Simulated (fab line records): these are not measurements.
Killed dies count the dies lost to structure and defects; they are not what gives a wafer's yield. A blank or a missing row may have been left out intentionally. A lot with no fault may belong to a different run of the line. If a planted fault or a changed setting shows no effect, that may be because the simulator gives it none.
Matching of chambers / flow n5 finfet / N5_BEOL_M14_DESCUM_33 on rie diel-01: 4 sister chambers
The step chemistry O2, time 7.9 s. 8 wafers are shown with their chamber, then 9 later ones without.

== WAFERS, EACH WITH ITS CHAMBER ==
wafer=L083.2; chamber=0; drypump motor current A (A)=6.2; throttle valve pct (%)=20.49
wafer=L082.6; chamber=3; drypump motor current A (A)=5.3; throttle valve pct (%)=20.10
wafer=L084.2; chamber=1; drypump motor current A (A)=5.6; throttle valve pct (%)=20.23
wafer=L084.5; chamber=0; drypump motor current A (A)=6.2; throttle valve pct (%)=20.50
wafer=L085.3; chamber=1; drypump motor current A (A)=5.7; throttle valve pct (%)=20.23
wafer=L086.2; chamber=2; drypump motor current A (A)=5.3; throttle valve pct (%)=20.37
wafer=L086.3; chamber=3; drypump motor current A (A)=5.3; throttle valve pct (%)=20.14
wafer=L086.6; chamber=2; drypump motor current A (A)=5.3; throttle valve pct (%)=20.37

== WAFERS WITH NO CHAMBER GIVEN ==
wafer=L095.3; drypump motor current A (A)=5.6; throttle valve pct (%)=20.26
wafer=L095.4; drypump motor current A (A)=5.4; throttle valve pct (%)=20.15
wafer=L095.6; drypump motor current A (A)=6.2; throttle valve pct (%)=20.54
wafer=L096.1; drypump motor current A (A)=6.2; throttle valve pct (%)=20.53
wafer=L096.4; drypump motor current A (A)=5.4; throttle valve pct (%)=20.16
wafer=L096.5; drypump motor current A (A)=5.7; throttle valve pct (%)=20.27
wafer=L097.1; drypump motor current A (A)=5.7; throttle valve pct (%)=20.28
wafer=L097.3; drypump motor current A (A)=5.3; throttle valve pct (%)=20.17
wafer=L097.5; drypump motor current A (A)=5.4; throttle valve pct (%)=20.16

== CHAMBER TAKEN BY EACH ==
wafer=L095.3; from the rows above=1; in truth=1
wafer=L095.4; from the rows above=3; in truth=3
wafer=L095.6; from the rows above=0; in truth=0
wafer=L096.1; from the rows above=0; in truth=0
wafer=L096.4; from the rows above=3; in truth=3
wafer=L096.5; from the rows above=1; in truth=1
wafer=L097.1; from the rows above=1; in truth=1
wafer=L097.3; from the rows above=3; in truth=3
wafer=L097.5; from the rows above=3; in truth=3
Correct placement for 9 of the 9. From these rows, 0 cannot be placed. Placed wrongly: 0.
How it was worked out, from the rows above alone: a wafer's distance from a chamber is the root of the sum, over the readings, of the square of ((its reading less the chamber's mean) divided by the reading's scatter). If the next closest chamber is less than 2 further off than the closest, the wafer can't be placed; otherwise it belongs to the closest. The mean given for a chamber averages the wafers shown for that chamber. The scatter is the square root of a quotient: the sum, over the shown wafers, of each reading's squared deviation from its chamber's mean, divided by wafers minus chambers.
